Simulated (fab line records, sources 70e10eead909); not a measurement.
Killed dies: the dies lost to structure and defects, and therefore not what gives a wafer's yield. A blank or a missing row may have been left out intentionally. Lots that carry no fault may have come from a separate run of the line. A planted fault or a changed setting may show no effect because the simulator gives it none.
Chamber matching / flow nand_harc / rie_diel-04 running NHARC_A_STAIRCASE_TRIM_20: 4 sister chambers
The step chemistry O2, time 211.2 s. 8 wafers are shown with their chamber, then 8 later ones without.

WAFERS PAIRED WITH THEIR CHAMBERS
wafer=L350.1; chamber=0; drypump_motor_current_A (A)=5.4; showerhead_plenum_p_Torr (Torr)=3.45
wafer=L350.5; chamber=2; drypump_motor_current_A (A)=6.0; showerhead_plenum_p_Torr (Torr)=3.35
wafer=L355.4; chamber=1; drypump_motor_current_A (A)=6.3; showerhead_plenum_p_Torr (Torr)=3.51
wafer=L355.5; chamber=3; drypump_motor_current_A (A)=5.7; showerhead_plenum_p_Torr (Torr)=3.32
wafer=L357.1; chamber=0; drypump_motor_current_A (A)=5.4; showerhead_plenum_p_Torr (Torr)=3.44
wafer=L357.2; chamber=3; drypump_motor_current_A (A)=5.7; showerhead_plenum_p_Torr (Torr)=3.31
wafer=L357.3; chamber=1; drypump_motor_current_A (A)=6.4; showerhead_plenum_p_Torr (Torr)=3.50
wafer=L363.1; chamber=2; drypump_motor_current_A (A)=6.0; showerhead_plenum_p_Torr (Torr)=3.34

WAFERS WITH NO CHAMBER GIVEN
wafer=L363.4; drypump_motor_current_A (A)=5.4; showerhead_plenum_p_Torr (Torr)=3.43
wafer=L363.5; drypump_motor_current_A (A)=6.0; showerhead_plenum_p_Torr (Torr)=3.34
wafer=L366.4; drypump_motor_current_A (A)=5.4; showerhead_plenum_p_Torr (Torr)=3.42
wafer=L366.5; drypump_motor_current_A (A)=6.0; showerhead_plenum_p_Torr (Torr)=3.33
wafer=L366.6; drypump_motor_current_A (A)=6.4; showerhead_plenum_p_Torr (Torr)=3.48
wafer=L367.1; drypump_motor_current_A (A)=5.7; showerhead_plenum_p_Torr (Torr)=3.30
wafer=L367.2; drypump_motor_current_A (A)=6.0; showerhead_plenum_p_Torr (Torr)=3.33
wafer=L367.4; drypump_motor_current_A (A)=5.4; showerhead_plenum_p_Torr (Torr)=3.42

EACH ONE'S CHAMBER
wafer=L363.4; from the rows above=0; in truth=0
wafer=L363.5; from the rows above=2; in truth=2
wafer=L366.4; from the rows above=0; in truth=0
wafer=L366.5; from the rows above=2; in truth=2
wafer=L366.6; from the rows above=1; in truth=1
wafer=L367.1; from the rows above=3; in truth=3
wafer=L367.2; from the rows above=2; in truth=2
wafer=L367.4; from the rows above=0; in truth=0
Correctly placed: 8 of 8. Number that these rows cannot place: 0. Placed wrongly: 0.
How it was worked out, from the rows above alone: a wafer's distance from a chamber is the root of the sum, over the readings, of the square of ((its reading less the chamber's mean) divided by the reading's scatter). The wafer belongs to the nearest chamber; if the next one is less than 2 further off, it can't be placed. For every chamber, the mean is computed from those of its wafers that are shown. The scatter: take each reading less its chamber's mean, square it, sum over the shown wafers, divide by the number of wafers less the number of chambers, and take the root.
